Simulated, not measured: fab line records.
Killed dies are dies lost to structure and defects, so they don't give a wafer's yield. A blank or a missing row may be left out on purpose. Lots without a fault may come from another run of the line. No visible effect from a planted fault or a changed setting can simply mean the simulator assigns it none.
Split-lot study || flow n5_finfet || 21 wafers read across 7 lots, on a route 1938 steps long

== THE SPLIT ITSELF ==
At N5_BEOL_M1_ETCH_77 (etches underlayer in N2/H2, target depth 6.5 nm, time 5.2 s), the setting source_w was moved away from the recipe's 840 W on 9 of the 21 wafers read, by -13.3% to +8.6%. For the rest of the wafers, this setting stayed at what the recipe calls for.

The reading comes from the split's own step.

== THE READING ==
rf_vpp_V, in V, at N5_BEOL_M1_ETCH_77 (etches underlayer in N2/H2, target depth 6.5 nm, time 5.2 s). Fault-free wafers of this fab line usually give 523.6 V, standard deviation 2.7 V.

{"wafer": "L075.1", "tool, chamber at the split": "rie_diel-02, 3", "source_w as run, W": 840, "against the recipe": "recipe", "rf_vpp_V, V": 521.6, "against lot-mates on the recipe": "-"}
{"wafer": "L075.2", "tool, chamber at the split": "rie_diel-02, 1", "source_w as run, W": 890.1, "against the recipe": "+6.0%", "rf_vpp_V, V": 514.9, "against lot-mates on the recipe": -9.6}
{"wafer": "L075.4", "tool, chamber at the split": "rie_diel-02, 0", "source_w as run, W": 840, "against the recipe": "recipe", "rf_vpp_V, V": 527.5, "against lot-mates on the recipe": "-"}
{"wafer": "L078.2", "tool, chamber at the split": "rie_diel-03, 2", "source_w as run, W": 840, "against the recipe": "recipe", "rf_vpp_V, V": 520.3, "against lot-mates on the recipe": "-"}
{"wafer": "L078.5", "tool, chamber at the split": "rie_diel-03, 2", "source_w as run, W": 800.3, "against the recipe": "-4.7%", "rf_vpp_V, V": 527.9, "against lot-mates on the recipe": "+4.2"}
{"wafer": "L078.6", "tool, chamber at the split": "rie_diel-03, 3", "source_w as run, W": 840, "against the recipe": "recipe", "rf_vpp_V, V": 527.1, "against lot-mates on the recipe": "-"}
{"wafer": "L079.1", "tool, chamber at the split": "rie_diel-04, 1", "source_w as run, W": 912.5, "against the recipe": "+8.6%", "rf_vpp_V, V": 512.0, "against lot-mates on the recipe": -10.9}
{"wafer": "L079.3", "tool, chamber at the split": "rie_diel-04, 2", "source_w as run, W": 840, "against the recipe": "recipe", "rf_vpp_V, V": 522.9, "against lot-mates on the recipe": "-"}
{"wafer": "L079.4", "tool, chamber at the split": "rie_diel-04, 3", "source_w as run, W": 912.5, "against the recipe": "+8.6%", "rf_vpp_V, V": 512.4, "against lot-mates on the recipe": -10.5}
{"wafer": "L080.2", "tool, chamber at the split": "rie_diel-03, 0", "source_w as run, W": 764.5, "against the recipe": "-9.0%", "rf_vpp_V, V": 537.8, "against lot-mates on the recipe": "+14.4"}
{"wafer": "L080.3", "tool, chamber at the split": "rie_diel-03, 3", "source_w as run, W": 764.5, "against the recipe": "-9.0%", "rf_vpp_V, V": 543.4, "against lot-mates on the recipe": "+20.0"}
{"wafer": "L080.5", "tool, chamber at the split": "rie_diel-03, 1", "source_w as run, W": 840, "against the recipe": "recipe", "rf_vpp_V, V": 523.4, "against lot-mates on the recipe": "-"}
{"wafer": "L082.3", "tool, chamber at the split": "rie_diel-03, 0", "source_w as run, W": 840, "against the recipe": "recipe", "rf_vpp_V, V": 522.6, "against lot-mates on the recipe": "-"}
{"wafer": "L082.4", "tool, chamber at the split": "rie_diel-03, 2", "source_w as run, W": 840, "against the recipe": "recipe", "rf_vpp_V, V": 521.2, "against lot-mates on the recipe": "-"}
{"wafer": "L082.5", "tool, chamber at the split": "rie_diel-03, 0", "source_w as run, W": 840, "against the recipe": "recipe", "rf_vpp_V, V": 524.3, "against lot-mates on the recipe": "-"}
{"wafer": "L088.1", "tool, chamber at the split": "rie_diel-04, 1", "source_w as run, W": 752.4, "against the recipe": "-10.4%", "rf_vpp_V, V": 544.5, "against lot-mates on the recipe": "+18.8"}
{"wafer": "L088.5", "tool, chamber at the split": "rie_diel-04, 2", "source_w as run, W": 752.4, "against the recipe": "-10.4%", "rf_vpp_V, V": 543.6, "against lot-mates on the recipe": "+17.9"}
{"wafer": "L088.6", "tool, chamber at the split": "rie_diel-04, 1", "source_w as run, W": 840, "against the recipe": "recipe", "rf_vpp_V, V": 525.7, "against lot-mates on the recipe": "-"}
{"wafer": "L089.1", "tool, chamber at the split": "rie_diel-04, 2", "source_w as run, W": 728.6, "against the recipe": "-13.3%", "rf_vpp_V, V": 549.1, "against lot-mates on the recipe": "+24.1"}
{"wafer": "L089.4", "tool, chamber at the split": "rie_diel-04, 2", "source_w as run, W": 840, "against the recipe": "recipe", "rf_vpp_V, V": 522.1, "against lot-mates on the recipe": "-"}
{"wafer": "L089.6", "tool, chamber at the split": "rie_diel-04, 3", "source_w as run, W": 840, "against the recipe": "recipe", "rf_vpp_V, V": 527.8, "against lot-mates on the recipe": "-"}

THE FIT
A straight line over all 21 wafers: rf_vpp_V changes by -1.72 V for each +1% of source_w; r = -0.97; the points scatter about the line by 2.7 V.
The same after taking each lot's own level away (the mean of its wafers on the recipe; 21 wafers): -1.65 V for each +1%; r = -0.97; scatter 2.6 V.
According to that fit, moving source_w by its largest amount changes the reading by 22 V.
Measured against the standard deviation above, the lots' own levels, which go from 522.70 to 525.70 V, span 1.1 times it.
Consequently the slope shifts little with the lot-to-lot level, the two slopes agreeing.
Check: +21.9 V against its lot-mates is what the line predicts for one of the wafers moved furthest among these (-13.3%) when that wafer is left out of the fit. Against them it came out at +24.1 V.
Tool readings at the split's step, against how far the setting was moved: etch_rf_on_time_s r = -0.92; rf_vpp_V r = -0.97.

== THESE WAFERS: OTHER SPLITS ==
These wafers also went through other splits before the reading. Each is held against what the fit with the lots' levels taken away leaves over:
{"other split on the same wafers": "N5_MOL_CONTACT_COAG_EXPOSE_81 dose_mj", "wafers away from the commonest value": 8, "r with rf_vpp_V (lot level and that fit taken away)": -0.12}
{"other split on the same wafers": "N5_BEOL_M0_SAQP_SPACER1_ALD_98 ald_cycles", "wafers away from the commonest value": 7, "r with rf_vpp_V (lot level and that fit taken away)": "+0.01"}
{"other split on the same wafers": "N5_BEOL_M0_CUTY_ETCH_63 time_s", "wafers away from the commonest value": 9, "r with rf_vpp_V (lot level and that fit taken away)": -0.30}
{"other split on the same wafers": "N5_BEOL_M0_TRENCH_ETCH_107 target_depth_a", "wafers away from the commonest value": 5, "r with rf_vpp_V (lot level and that fit taken away)": -0.11}
{"other split on the same wafers": "N5_BEOL_M1_ETCH_64 bias_w", "wafers away from the commonest value": 6, "r with rf_vpp_V (lot level and that fit taken away)": -0.38}

== THE WHOLE CHAIN: every reading that the file lists as answering this split, in the file's order ==
{"step": "N5_BEOL_M1_ETCH_77", "what it does": "etches underlayer in N2/H2, target depth 6.5 nm, time 5.2 s", "reading": "etch_rf_on_time_s", "change (the file's fit)": "withheld for each +1% of the setting", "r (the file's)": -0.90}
{"step": "N5_BEOL_M1_ETCH_77", "what it does": "etches underlayer in N2/H2, target depth 6.5 nm, time 5.2 s", "reading": "rf_vpp_V", "change (the file's fit)": "-1.68 V for each +1% of the setting", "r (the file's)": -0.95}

== THE FILE'S OWN FIT ==
rf_vpp_V changes by -1.68 V for each +1% of source_w, r = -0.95.
